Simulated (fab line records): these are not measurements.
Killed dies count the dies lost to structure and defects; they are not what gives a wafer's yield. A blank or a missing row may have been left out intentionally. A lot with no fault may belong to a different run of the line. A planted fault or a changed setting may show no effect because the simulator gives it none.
fab line records	flow nand-harc
record lots=24	wafers=72	last-day=34
route steps=1302 shown P_M1@312 P_M2@331 P_BONDPAD@353
lots that met no fault: taken from a fault-free run of the same line
start-h: the number of hours between the record's first day and the start of the first shown wafer of the lot	wait-h: hours from the lot's prior step to this one	" the same as in the row above	L1.1+2: a row that stands for several wafers	- no value, or no start given	* or withheld: withheld	< > ~ a bound
route shown NAME@n: NAME is a module with steps in the file, n the number in the route of the first one	usual: mean/standard deviation taken from wafers without a fault	same: alike in all rows	chamber/n: place in a boat	sites: per-site readings	_std_site: standard deviation across them	_edge_site: outer sites' mean less inner sites'	radius-mm: for every site, how far away it sits from the centre of the wafer	mask NAME#n: copy n	behind: the tool/chamber that last shaped the wafer	hold: what put the lot on hold/how long, in hours/how the hold closed	device: transistor that didn't switch, given as n, p or np	end of line: the route-end tests of the same wafers	a step given without rows: its recipe and nothing more	killed: the dies lost at the first sort to structure and to defects; this is not the yield of the wafer	map: a wafer's dies, marking killed ones x, the rest . and places with no die _
set.NAME: the setting that was run; set.NAME@STEP: the one run at that earlier step	model.NAME: the simulator's own value behind a step, which no gauge read
steps of the route over a sample of lots; a table a step, a row a wafer
services: the hour from which a tool's chamber was out of use, counted from the record's first day as start-h (under 0 if before that day), plus the number of hours and why
## steps
# step NHARC_P_M1_THK_MEAS_24
# recipe thk-meas-gauge=xrf
# usual thk-nm=157.6/1.6
lot.wafer	tool	chamber	start-h	wait-h	thk-nm
L074.1	film-metro-01	-	128.93	-	157.2
L074.4	"	-	"	"	160.4
L074.6	"	-	"	"	156.3
L075.2	film-metro-02	-	142.44	-	159.3
L075.5	"	-	"	"	160.1
L075.6	"	-	"	"	158.3
L076.1	film-metro-02	-	146.00	-	160.1
L076.2	"	-	"	"	159.5
L076.5	"	-	"	"	160.9
L077.4	film-metro-02	-	157.52	-	156.9
L077.5	"	-	"	"	155.7
L077.6	"	-	"	"	157.4
L078.3	film-metro-02	-	173.07	-	157.1
L078.5	"	-	"	"	154.8
L078.6	"	-	"	"	157.2
L079.2	film-metro-02	-	176.23	-	159.1
L079.4	"	-	"	"	157.5
L079.5	"	-	"	"	159.1
L080.4	film-metro-01	-	194.77	-	156.6
L080.5	"	-	"	"	155.4
L080.6	"	-	"	"	155.3
L081.2	film-metro-01	-	195.70	-	156.7
L081.5	"	-	"	"	156.4
L081.6	"	-	"	"	156.7
L082.1	film-metro-02	-	214.50	-	156.8
L082.2	"	-	"	"	157.7
L082.4	"	-	"	"	157.9
L083.1	film-metro-02	-	221.99	-	155.8
L083.2	"	-	"	"	157.9
L083.3	"	-	"	"	156.9
L084.2	film-metro-01	-	234.81	-	161.4
L084.3	"	-	"	"	158.4
L084.6	"	-	"	"	158.7
L085.1	film-metro-02	-	240.40	-	160.0
L085.3	"	-	"	"	159.4
L085.4	"	-	"	"	158.9
L086.1	film-metro-02	-	241.30	-	158.4
L086.2	"	-	"	"	155.6
L086.5	"	-	"	"	158.4
L087.1	film-metro-02	-	256.29	-	156.5
L087.5	"	-	"	"	159.7
L087.6	"	-	"	"	158.1
L089.2	film-metro-02	-	281.11	-	156.5
L089.4	"	-	"	"	156.8
L089.6	"	-	"	"	156.5
L088.1	film-metro-01	-	282.19	-	159.5
L088.5	"	-	"	"	158.3
L088.6	"	-	"	"	158.6
L090.1	film-metro-01	-	295.59	-	160.7
L090.4	"	-	"	"	158.6
L090.5	"	-	"	"	158.8
L091.1	film-metro-02	-	307.14	-	156.7
L091.2	"	-	"	"	156.1
L091.3	"	-	"	"	155.5
L092.1	film-metro-02	-	307.96	-	157.2
L092.3	"	-	"	"	156.4
L092.4	"	-	"	"	158.7
L093.1	film-metro-02	-	318.44	-	157.0
L093.2	"	-	"	"	155.3
L093.4	"	-	"	"	157.5
L094.1	film-metro-01	-	323.86	-	155.7
L094.2	"	-	"	"	158.3
L094.5	"	-	"	"	159.4
L095.3	film-metro-02	-	336.17	-	157.4
L095.4	"	-	"	"	157.8
L095.6	"	-	"	"	156.3
L096.1	film-metro-02	-	351.55	-	159.5
L096.2	"	-	"	"	159.9
L096.6	"	-	"	"	160.2
L097.2	film-metro-01	-	354.36	-	157.0
L097.5	"	-	"	"	160.0
L097.6	"	-	"	"	157.0
# step NHARC_P_M2_DESCUM_14
# recipe time-s=3	o2-flow-sccm=200	ar-flow-sccm=0	bias-power-w=0	chemistry=O2
# usual drypump-motor-current-A=5.7/0.5	oes-product-au=1.006/0.009	rf-vpp-V=57.9/0.88	showerhead-plenum-p-Torr=1.91/0.087	throttle-valve-pct=11.310/0.009
# same bias-power-w=0
lot.wafer	tool	chamber	start-h	wait-h	drypump-motor-current-A	oes-product-au	rf-hours-counter-h	rf-vpp-V	showerhead-plenum-p-Torr	throttle-valve-pct
L074.1	rie-diel-01	3	130.70	0.1	6.0	1.001	4.6	57.4	1.85	11.321
L074.4	"	1	"	"	6.2	1.015	4.6	58.4	1.87	11.318
L074.6	"	3	"	"	6.1	0.991	-	57.4	1.85	11.321
L075.2	rie-diel-05	1	144.06	0.1	6.0	1.007	3.1	58.6	1.91	11.309
L075.6	"	0	"	"	6.1	1.020	-	58.2	1.91	11.311
L075.5	"	1	"	"	6.0	1.004	-	58.1	1.91	11.304
L076.1	rie-diel-01	1	147.90	0.1	6.2	1.003	5.4	57.4	1.87	11.327
L076.2	"	2	"	"	4.8	1.004	5.3	59.0	2.06	11.313
L076.5	"	1	"	"	6.2	1.000	-	57.6	1.87	11.314
L077.4	rie-diel-01	2	159.27	0.1	4.8	1.012	5.7	58.5	2.06	11.321
L077.5	"	0	"	"	5.1	1.008	-	55.8	1.80	11.326
L077.6	"	1	"	"	6.2	0.999	-	58.3	1.87	11.308
L078.3	rie-diel-05	3	174.82	0.1	6.5	1.001	5.5	58.0	2.06	11.305
L078.6	"	2	"	"	5.5	0.990	-	55.8	1.86	11.314
L078.5	"	3	"	"	6.5	1.000	-	57.9	2.06	11.306
L079.2	rie-diel-01	0	177.84	0.1	5.1	1.011	6.5	57.4	1.80	11.305
L079.4	"	1	"	"	6.2	1.007	6.4	57.9	1.87	11.310
L079.5	"	1	"	"	6.2	1.006	-	57.4	1.87	11.308
L080.4	rie-diel-01	0	197.56	0.1	5.1	1.009	7.1	57.0	1.80	11.308
L080.5	"	3	"	"	6.0	0.990	-	58.0	1.85	11.295
L080.6	"	0	"	"	5.1	1.007	-	57.6	1.80	11.295
L081.2	rie-diel-05	0	197.61	0.1	6.1	1.016	6.1	59.8	1.91	11.304
L081.6	"	1	"	"	6.0	1.006	-	58.1	1.91	11.307
L081.5	"	0	"	"	6.1	1.016	-	56.9	1.91	11.321
L082.4	rie-diel-01	0	216.12	0.1	5.1	0.997	0.0	57.4	1.80	11.295
L082.2	"	1	"	"	6.2	1.010	0.1	57.2	1.87	11.316
L082.1	"	2	"	"	4.8	0.987	0.1	58.3	2.06	11.308
L083.3	rie-diel-01	3	223.76	0.1	6.1	1.002	0.4	58.0	1.85	11.314
L083.2	"	1	"	"	6.2	1.003	0.5	57.9	1.87	11.315
L083.1	"	2	"	"	4.8	1.000	0.6	59.5	2.06	11.309
L084.3	rie-diel-06	0	236.44	0.1	5.5	1.000	6.2	56.7	1.96	11.324
L084.2	"	1	"	"	5.1	1.006	6.2	57.8	1.93	11.308
L084.6	"	3	"	"	5.7	1.019	-	59.6	2.02	11.300
L085.4	rie-diel-06	1	242.19	0.1	5.1	0.993	6.4	58.3	1.93	11.315
L085.1	"	2	"	"	5.5	1.013	6.2	57.5	1.79	11.323
L085.3	"	0	"	"	5.5	1.000	6.3	57.0	1.96	11.328
L086.2	rie-diel-06	1	243.05	0.1	5.1	0.999	6.4	58.1	1.92	11.307
L086.1	"	2	"	"	5.5	1.009	6.3	56.3	1.79	11.303
L086.5	"	3	"	"	5.7	1.012	-	58.2	2.02	11.309
L087.1	rie-diel-05	0	258.03	0.1	6.1	1.004	0.4	58.2	1.91	11.307
L087.5	"	3	"	"	6.4	1.003	-	60.1	2.06	11.318
L087.6	"	0	"	"	6.1	1.013	-	55.9	1.91	11.307
L089.4	rie-diel-05	2	282.87	0.1	5.5	1.021	1.7	59.1	1.86	11.315
L089.2	"	0	"	"	6.1	1.027	1.6	58.9	1.91	11.319
L089.6	"	1	"	"	5.9	1.024	-	58.3	1.91	11.306
L088.1	rie-diel-05	3	283.96	0.1	6.5	1.004	1.5	59.1	2.06	11.309
L088.6	"	0	"	"	6.1	1.022	-	58.8	1.91	11.307
L088.5	"	1	"	"	5.9	1.026	-	57.4	1.91	11.315
L090.1	rie-diel-06	3	297.32	0.1	5.7	1.012	9.8	56.7	2.02	11.298
L090.4	"	3	"	"	5.7	1.014	-	57.7	2.02	11.324
L090.5	"	0	"	"	5.5	1.015	-	57.0	1.96	11.296
L091.2	rie-diel-05	1	308.87	0.1	6.0	1.016	3.5	58.9	1.91	11.310
L091.1	"	2	"	"	5.5	0.997	3.0	56.8	1.86	11.300
L091.3	"	3	"	"	6.4	1.002	2.5	58.5	2.06	11.304
L092.3	rie-diel-05	2	309.71	0.1	5.5	1.001	3.2	58.2	1.86	11.309
L092.4	"	3	"	"	6.5	1.008	2.6	57.7	2.06	11.310
L092.1	"	0	"	"	6.1	1.006	2.7	58.5	1.91	11.313
L093.4	rie-diel-06	0	320.24	0.1	5.5	1.008	0	57.7	1.96	11.304
L093.1	"	2	"	"	5.5	1.003	0	56.7	1.79	11.320
L093.2	"	3	"	"	5.7	1.035	0	57.7	2.02	11.310
L094.1	rie-diel-01	0	325.62	0.1	5.1	0.998	6.4	57.1	1.80	11.335
L094.2	"	1	"	"	6.2	1.007	5.4	57.0	1.87	11.302
L094.5	"	0	"	"	5.1	1.014	-	59.0	1.80	11.311
L095.4	rie-diel-06	2	337.94	0.1	5.5	1.008	1.3	57.1	1.79	11.311
L095.3	"	3	"	"	5.7	1.019	1.4	57.9	2.02	11.310
L095.6	"	1	"	"	5.1	0.997	-	58.2	1.92	11.298
L096.1	rie-diel-01	2	353.35	0.1	4.8	1.012	7.1	58.7	2.06	11.307
L096.2	"	0	"	"	5.0	1.018	7.7	57.6	1.80	11.325
L096.6	"	2	"	"	4.8	1.008	-	60.0	2.06	11.302
L097.2	rie-diel-01	3	356.14	0.1	6.1	0.998	8.3	57.3	1.85	11.299
L097.5	"	0	"	"	5.1	1.015	-	57.7	1.80	11.318
L097.6	"	1	"	"	6.2	1.000	-	58.2	1.87	11.317
# step NHARC_P_M2_PRE_CLEAN_32
# recipe time-s=12	temp-c=370	rf-power-w=300	gas=NH3
# usual heater-power-outer-w=356/46	heater-power-w=612/70	rf-fwd-power-W=292.6/0.94
lot.wafer	tool	chamber	start-h	wait-h	heater-power-outer-w	heater-power-w	rf-fwd-power-W
L074.1	pecvd-04	1	133.37	0.1	309	564	291.4
L074.6	"	0	"	"	409	650	291.9
L074.4	"	1	"	"	300	571	291.0
L075.2	pecvd-03	2	146.69	0.1	387	715	293.7
L075.6	"	2	"	"	390	718	293.6
L075.5	"	0	"	"	339	550	291.3
L076.2	pecvd-04	0	150.57	0.1	400	656	293.4
L076.1	"	1	"	"	287	533	292.4
L076.5	"	1	"	"	291	543	293.2
L077.4	pecvd-03	1	161.93	0.1	317	530	292.9
L077.5	"	2	"	"	360	653	294.1
L077.6	"	0	"	"	314	521	292.5
L078.3	pecvd-04	1	177.45	0.1	317	579	291.1
L078.5	"	1	"	"	304	584	291.2
L078.6	"	2	"	"	323	563	292.1
L079.2	pecvd-03	1	180.50	0.1	327	546	292.2
L079.5	"	1	"	"	336	550	292.8
L079.4	"	2	"	"	351	661	292.8
L080.6	pecvd-03	1	200.24	0.1	376	610	292.4
L080.4	"	2	"	"	377	711	291.9
L080.5	"	0	"	"	312	513	292.7
L081.2	pecvd-04	2	200.36	0.1	338	555	293.1
L081.6	"	1	"	"	264	532	292.9
L081.5	"	2	"	"	337	562	292.1
L082.1	pecvd-03	1	218.83	0.1	344	554	290.8
L082.2	"	2	"	"	384	699	293.2
L082.4	"	0	"	"	317	527	294.0
L083.3	pecvd-03	0	226.45	0.1	359	570	292.6
L083.1	"	1	"	"	390	596	293.3
L083.2	"	2	"	"	381	692	292.9
L084.2	pecvd-01	0	239.50	0.1	396	709	292.2
L084.3	"	1	"	"	330	623	293.6
L084.6	"	1	"	"	342	640	293.1
L085.1	pecvd-04	0	244.87	0.1	436	697	293.2
L085.3	"	2	"	"	331	557	291.6
L085.4	"	0	"	"	421	727	293.1
L086.1	pecvd-03	2	245.82	0.1	307	605	292.8
L086.2	"	1	"	"	339	561	291.9
L086.5	"	2	"	"	306	608	292.4
L087.1	pecvd-03	1	260.66	0.1	423	671	291.0
L087.6	"	1	"	"	412	645	293.0
L087.5	"	2	"	"	333	635	293.9
L089.2	pecvd-03	2	285.64	0.1	371	671	291.7
L089.4	"	1	"	"	389	592	292.7
L089.6	"	0	"	"	350	574	292.1
L088.1	pecvd-01	1	286.59	0.1	322	576	293.1
L088.6	"	2	"	"	393	641	291.6
L088.5	"	0	"	"	446	764	292.9
L090.1	pecvd-01	0	300.03	0.1	415	717	294.1
L090.4	"	1	"	"	313	589	289.5
L090.5	"	0	"	"	411	746	293.5
L091.3	pecvd-03	2	311.51	0.1	307	600	293.3
L091.2	"	0	"	"	364	567	292.4
L091.1	"	1	"	"	375	614	292.1
L092.1	pecvd-04	2	312.38	0.1	338	590	291.6
L092.3	"	1	"	"	341	642	293.2
L092.4	"	2	"	"	336	585	292.4
L093.1	pecvd-04	0	322.89	0.1	377	664	294.5
L093.2	"	1	"	"	336	611	293.8
L093.4	"	2	"	"	327	580	292.6
L094.2	pecvd-04	1	328.26	0.1	284	534	293.0
L094.1	"	2	"	"	329	571	293.1
L094.5	"	1	"	"	280	521	291.2
L095.3	pecvd-04	0	340.77	0.1	444	728	292.4
L095.4	"	0	"	"	451	752	291.8
L095.6	"	1	"	"	328	601	292.9
L096.2	pecvd-04	1	356.03	0.1	314	600	293.7
L096.1	"	2	"	"	291	519	291.1
L096.6	"	1	"	"	317	589	294.4
L097.2	pecvd-03	1	358.78	0.1	326	530	293.4
L097.5	"	0	"	"	289	491	293.0
L097.6	"	2	"	"	401	703	293.3
# step NHARC_P_BONDPAD_THK_MEAS_33
# recipe thk-meas-gauge=ellipsometry
# usual thk-nm=199.7/1.7
lot.wafer	tool	chamber	start-h	wait-h	thk-nm
L074.1	film-metro-02	-	134.49	0.1	200.8
L074.4	"	-	"	"	199.8
L074.6	"	-	"	"	200.6
L075.2	film-metro-01	-	147.84	0.2	201.5
L075.5	"	-	"	"	202.3
L075.6	"	-	"	"	202.6
L076.1	film-metro-01	-	151.69	0.1	201.9
L076.2	"	-	"	"	200.2
L076.5	"	-	"	"	199.7
L077.4	film-metro-02	-	163.05	0.2	203.7
L077.5	"	-	"	"	199.8
L077.6	"	-	"	"	199.3
L078.3	film-metro-01	-	178.60	0.2	198.7
L078.5	"	-	"	"	196.5
L078.6	"	-	"	"	199.0
L079.2	film-metro-01	-	181.64	0.2	199.6
L079.4	"	-	"	"	199.9
L079.5	"	-	"	"	200.4
L080.4	film-metro-01	-	201.33	0.2	197.9
L080.5	"	-	"	"	199.6
L080.6	"	-	"	"	197.7
L081.2	film-metro-01	-	201.48	0.2	197.8
L081.5	"	-	"	"	198.5
L081.6	"	-	"	"	198.9
L082.1	film-metro-01	-	219.97	0.2	201.0
L082.2	"	-	"	"	201.1
L082.4	"	-	"	"	203.8
L083.1	film-metro-02	-	227.59	0.2	200.0
L083.2	"	-	"	"	198.6
L083.3	"	-	"	"	198.1
L084.2	film-metro-01	-	240.67	0.2	199.5
L084.3	"	-	"	"	196.7
L084.6	"	-	"	"	195.6
L085.1	film-metro-01	-	246.03	0.2	197.0
L085.3	"	-	"	"	199.2
L085.4	"	-	"	"	197.7
L086.1	film-metro-02	-	246.96	0.1	198.6
L086.2	"	-	"	"	198.0
L086.5	"	-	"	"	199.8
L087.1	film-metro-02	-	261.81	0.1	199.5
L087.5	"	-	"	"	201.2
L087.6	"	-	"	"	200.1
L089.2	film-metro-01	-	286.78	0.2	200.6
L089.4	"	-	"	"	200.9
L089.6	"	-	"	"	199.6
L088.1	film-metro-02	-	287.71	0.2	200.3
L088.5	"	-	"	"	204.6
L088.6	"	-	"	"	201.2
L090.1	film-metro-01	-	301.15	0.2	198.7
L090.4	"	-	"	"	198.0
L090.5	"	-	"	"	197.5
L091.1	film-metro-01	-	312.66	0.2	202.1
L091.2	"	-	"	"	200.6
L091.3	"	-	"	"	197.4
L092.1	film-metro-01	-	313.61	0.1	202.8
L092.3	"	-	"	"	200.4
L092.4	"	-	"	"	201.5
L093.1	film-metro-01	-	324.13	0.2	199.8
L093.2	"	-	"	"	199.0
L093.4	"	-	"	"	198.5
L094.1	film-metro-02	-	329.36	0.2	200.1
L094.2	"	-	"	"	195.9
L094.5	"	-	"	"	197.8
L095.3	film-metro-01	-	341.89	0.2	198.6
L095.4	"	-	"	"	198.1
L095.6	"	-	"	"	197.9
L096.1	film-metro-01	-	357.14	0.2	197.3
L096.2	"	-	"	"	201.1
L096.6	"	-	"	"	202.6
L097.2	film-metro-02	-	359.92	0.2	202.7
L097.5	"	-	"	"	201.1
L097.6	"	-	"	"	201.7
# step NHARC_P_BONDPAD_ETCH_12
# recipe target-depth-a=2000	time-s=100	chf3-flow-sccm=50	o2-flow-sccm=10	ar-flow-sccm=200	rf-w=500	bias-w=200	chemistry=CHF3/O2
# usual drypump-motor-current-A=5.7/0.49	oes-product-au=0.936/0.02	rf-fwd-power-W=497.0/1.7	rf-vpp-V=370.8/2.7	showerhead-plenum-p-Torr=2.41/0.11	throttle-valve-pct=20.574/0.0087
lot.wafer	tool	chamber	start-h	wait-h	drypump-motor-current-A	oes-product-au	rf-fwd-power-W	rf-hours-counter-h	rf-vpp-V	showerhead-plenum-p-Torr	throttle-valve-pct
L074.4	rie-diel-08	1	-	-	5.0	0.908	496.6	5.9	368.2	2.32	20.587
L074.1	"	0	"	"	5.7	0.934	493.7	6.1	369.4	2.31	20.570
L074.6	"	1	"	"	5.0	0.900	497.2	-	371.0	2.32	20.576
L075.2	rie-diel-12	3	-	-	6.5	0.933	496.3	4.2	374.6	2.53	20.559
L075.6	"	3	"	"	6.5	0.927	497.7	-	372.8	2.53	20.574
L075.5	"	0	"	"	5.9	0.931	497.0	-	373.2	2.55	20.562
L076.1	rie-diel-08	1	-	-	5.1	0.944	497.6	7.0	368.0	2.32	20.566
L076.2	"	2	"	"	5.1	0.972	497.7	8.0	370.2	2.42	20.580
L076.5	"	2	"	"	5.1	0.973	498.5	-	370.7	2.42	20.574
L077.4	rie-diel-12	0	-	-	5.9	0.927	497.9	6.0	372.5	2.55	20.552
L077.5	"	3	"	"	6.5	0.917	499.8	-	374.7	2.53	20.567
L077.6	"	0	"	"	5.9	0.913	497.9	-	373.6	2.55	20.577
L078.3	rie-diel-08	3	-	-	5.5	0.916	497.2	9.6	375.6	2.58	20.589
L078.5	"	2	"	"	5.1	0.922	499.5	-	372.5	2.42	20.575
L078.6	"	3	"	"	5.5	0.909	498.4	-	374.4	2.58	20.577
L079.4	rie-diel-13	1	-	-	5.5	0.961	497.8	0.2	372.4	2.48	20.570
L079.2	"	3	"	"	5.9	0.977	496.8	0.2	372.0	2.48	20.581
L079.5	"	0	"	"	6.6	0.970	495.4	-	366.4	2.28	20.567
L080.4	rie-diel-13	2	-	-	5.4	0.919	497.9	0.7	367.7	2.29	20.570
L080.5	"	0	"	"	6.6	0.929	496.1	-	367.7	2.28	20.568
L080.6	"	1	"	"	5.5	0.920	495.9	-	372.1	2.48	20.562
L081.2	rie-diel-12	2	-	-	5.9	0.919	496.2	5.8	368.8	2.26	20.572
L081.5	"	3	"	"	6.5	0.921	495.6	-	375.0	2.53	20.582
L081.6	"	0	"	"	5.9	0.912	498.3	-	372.8	2.55	20.579
L082.1	rie-diel-13	0	-	-	6.6	0.937	497.2	1.2	367.8	2.28	20.585
L082.4	"	2	"	"	5.4	0.958	498.4	1.2	368.3	2.29	20.563
L082.2	"	3	"	"	5.9	0.933	495.4	1.1	372.7	2.48	20.568
L083.1	rie-diel-12	1	-	-	5.8	0.932	497.8	8.7	373.0	2.46	20.572
L083.3	"	2	"	"	5.9	0.922	497.3	7.0	367.9	2.26	20.570
L083.2	"	3	"	"	6.5	0.923	496.8	7.3	373.5	2.53	20.577
L084.2	rie-diel-08	3	-	-	5.5	0.915	495.9	2.5	373.4	2.58	20.590
L084.3	"	0	"	"	5.7	0.933	493.5	2.5	368.5	2.30	20.572
L084.6	"	2	"	"	5.1	0.923	498.7	-	371.6	2.42	20.568
L085.3	rie-diel-12	3	-	-	6.5	0.925	497.7	9.4	373.2	2.53	20.569
L085.4	"	0	"	"	5.9	0.936	498.2	10.6	374.4	2.54	20.562
L085.1	"	2	"	"	5.9	0.927	494.8	8.6	365.3	2.25	20.580
L086.1	rie-diel-13	3	-	-	5.9	0.917	498.8	2.2	372.2	2.48	20.577
L086.2	"	0	"	"	6.6	0.929	498.4	2.5	367.5	2.28	20.573
L086.5	"	1	"	"	5.5	0.917	498.5	-	371.8	2.48	20.581
L087.1	rie-diel-08	0	-	-	5.7	0.941	497.0	3.1	368.4	2.30	20.578
L087.5	"	1	"	"	5.1	0.923	499.5	-	368.3	2.32	20.580
L087.6	"	2	"	"	5.1	0.933	493.8	-	371.9	2.42	20.570
L089.2	rie-diel-13	0	-	-	6.6	0.955	497.0	3.0	366.3	2.28	20.568
L089.4	"	2	"	"	5.4	0.963	498.0	2.8	368.1	2.29	20.557
L089.6	"	0	"	"	6.6	0.954	497.4	-	367.8	2.28	20.568
L088.1	rie-diel-13	2	-	-	5.4	0.956	499.1	2.9	368.1	2.29	20.575
L088.6	"	1	"	"	5.5	0.941	495.1	-	372.5	2.48	20.565
L088.5	"	2	"	"	5.4	0.952	498.1	-	366.8	2.29	20.571
L090.4	rie-diel-13	2	-	-	5.4	0.960	497.2	3.4	368.2	2.29	20.587
L090.1	"	3	"	"	5.9	0.943	496.6	3.4	371.8	2.48	20.571
L090.5	"	3	"	"	5.9	0.944	498.0	-	372.0	2.48	20.568
L091.2	rie-diel-08	2	-	-	5.1	0.977	496.0	5.6	371.0	2.42	20.580
L091.3	"	0	"	"	5.7	0.982	495.6	5.6	367.6	2.30	20.586
L091.1	"	1	"	"	5.1	0.960	498.2	4.1	369.7	2.32	20.577
L092.3	rie-diel-08	2	-	-	5.1	0.973	499.6	5.8	370.0	2.42	20.583
L092.4	"	3	"	"	5.5	0.975	497.3	5.7	375.1	2.58	20.580
L092.1	"	0	"	"	5.7	0.985	495.5	5.7	367.6	2.30	20.559
L093.2	rie-diel-13	0	-	-	6.6	0.924	500.1	4.2	369.3	2.28	20.564
L093.1	"	1	"	"	5.5	0.914	496.1	3.7	372.5	2.48	20.582
L093.4	"	2	"	"	5.4	0.919	496.5	4.0	367.3	2.29	20.579
L094.2	rie-diel-13	0	-	-	6.6	0.927	497.9	4.3	367.5	2.28	20.564
L094.1	"	1	"	"	5.5	0.912	498.6	3.8	373.1	2.48	20.569
L094.5	"	0	"	"	6.6	0.921	495.9	-	368.4	2.28	20.565
L095.4	rie-diel-12	2	-	-	5.9	0.925	498.5	3.6	366.5	2.25	20.569
L095.3	"	0	"	"	5.9	0.915	496.9	4.8	373.5	2.54	20.561
L095.6	"	3	"	"	6.5	0.922	496.3	-	372.5	2.53	20.567
L096.1	rie-diel-08	0	-	-	5.7	0.945	495.0	7.8	369.1	2.30	20.565
L096.2	"	1	"	"	5.1	0.928	498.4	6.2	370.2	2.32	20.587
L096.6	"	1	"	"	5.1	0.926	499.0	-	368.6	2.32	20.563
L097.2	rie-diel-08	3	-	-	5.5	0.924	497.1	8.2	375.9	2.57	20.580
L097.5	"	2	"	"	5.1	0.911	498.7	-	372.1	2.42	20.576
L097.6	"	3	"	"	5.5	0.922	491.5	-	374.6	2.57	20.575
# step NHARC_P_BONDPAD_PVD_17
# recipe target-thk-a=50	bias-v=168.6	power-w=15000	chamber-pressure-pa=0.12	time-s=8.06	substrate-temp-c=50	material=TaN
# usual throttle-valve-pct=30.4/1.1
lot.wafer	tool	chamber	start-h	wait-h	throttle-valve-pct
L074.4	pvd-sputter-03	-	-	-	28.3
L074.1	"	-	"	"	30.2
L074.6	"	-	"	"	28.9
L075.2	pvd-sputter-03	-	-	-	29.0
L075.5	"	-	"	"	30.1
L075.6	"	-	"	"	28.6
L076.1	pvd-sputter-02	-	-	-	29.8
L076.2	"	-	"	"	30.8
L076.5	"	-	"	"	31.2
L077.4	pvd-sputter-02	-	-	-	31.4
L077.5	"	-	"	"	31.6
L077.6	"	-	"	"	28.8
L078.3	pvd-sputter-03	-	-	-	29.1
L078.5	"	-	"	"	28.6
L078.6	"	-	"	"	29.0
L079.4	pvd-sputter-03	-	-	-	28.7
L079.2	"	-	"	"	29.2
L079.5	"	-	"	"	28.9
L080.4	pvd-sputter-01	-	-	-	30.8
L080.5	"	-	"	"	30.8
L080.6	"	-	"	"	31.6
L081.2	pvd-sputter-03	-	-	-	29.2
L081.5	"	-	"	"	29.3
L081.6	"	-	"	"	30.4
L082.4	pvd-sputter-02	-	-	-	29.7
L082.2	"	-	"	"	30.9
L082.1	"	-	"	"	29.3
L083.2	pvd-sputter-02	-	-	-	29.1
L083.1	"	-	"	"	30.6
L083.3	"	-	"	"	31.1
L084.2	pvd-sputter-03	-	-	-	28.5
L084.3	"	-	"	"	28.9
L084.6	"	-	"	"	28.7
L085.3	pvd-sputter-03	-	-	-	31.4
L085.1	"	-	"	"	28.5
L085.4	"	-	"	"	29.1
L086.2	pvd-sputter-02	-	-	-	31.2
L086.1	"	-	"	"	30.3
L086.5	"	-	"	"	31.1
L087.1	pvd-sputter-02	-	-	-	30.9
L087.5	"	-	"	"	31.4
L087.6	"	-	"	"	29.1
L089.4	pvd-sputter-01	-	-	-	32.3
L089.2	"	-	"	"	31.4
L089.6	"	-	"	"	32.3
L088.1	pvd-sputter-03	-	-	-	29.0
L088.6	"	-	"	"	30.4
L088.5	"	-	"	"	31.5
L090.1	pvd-sputter-02	-	-	-	31.4
L090.4	"	-	"	"	29.3
L090.5	"	-	"	"	31.5
L091.2	pvd-sputter-01	-	-	-	30.5
L091.3	"	-	"	"	32.5
L091.1	"	-	"	"	31.6
L092.1	pvd-sputter-01	-	-	-	30.4
L092.4	"	-	"	"	32.3
L092.3	"	-	"	"	31.7
L093.4	pvd-sputter-01	-	-	-	31.6
L093.2	"	-	"	"	30.1
L093.1	"	-	"	"	30.9
L094.1	pvd-sputter-01	-	-	-	30.7
L094.2	"	-	"	"	30.9
L094.5	"	-	"	"	31.8
L095.4	pvd-sputter-01	-	-	-	32.4
L095.3	"	-	"	"	30.6
L095.6	"	-	"	"	31.1
L096.1	pvd-sputter-02	-	-	-	30.0
L096.2	"	-	"	"	30.7
L096.6	"	-	"	"	29.3
L097.2	pvd-sputter-02	-	-	-	29.5
L097.6	"	-	"	"	30.8
L097.5	"	-	"	"	31.2
## services
tool	chamber	start-h	hours	kind
rie-diel-13	0	108.92	3.1	repair
pecvd-04	-	158.73	3.2	repair
rie-diel-13	-	165.00	9.0	pm
rie-diel-01	-	184.45	1.1	repair
pecvd-03	-	185.37	13.0	pm
rie-diel-13	-	186.82	0.7	repair
rie-diel-08	2	187.91	11.6	repair
rie-diel-08	-	190.80	9.0	pm
rie-diel-01	-	198.81	0.7	repair
rie-diel-01	-	203.85	9.0	pm
rie-diel-08	1	219.25	12.2	repair
rie-diel-01	-	225.96	3.8	repair
pvd-sputter-02	-	228.53	0.8	repair
pecvd-04	1	230.66	6.3	repair
rie-diel-13	1	255.47	1.3	repair
rie-diel-13	-	262.61	1.1	repair
rie-diel-13	1	264.89	16.2	repair
pecvd-04	-	269.22	13.0	pm
pvd-sputter-02	-	282.00	10.0	pm
rie-diel-13	1	307.14	4.5	repair
rie-diel-01	-	308.35	1.8	repair
rie-diel-13	3	328.66	2.6	repair
rie-diel-13	-	342.00	9.0	pm
rie-diel-08	0	342.49	1.4	repair
## key
fault none
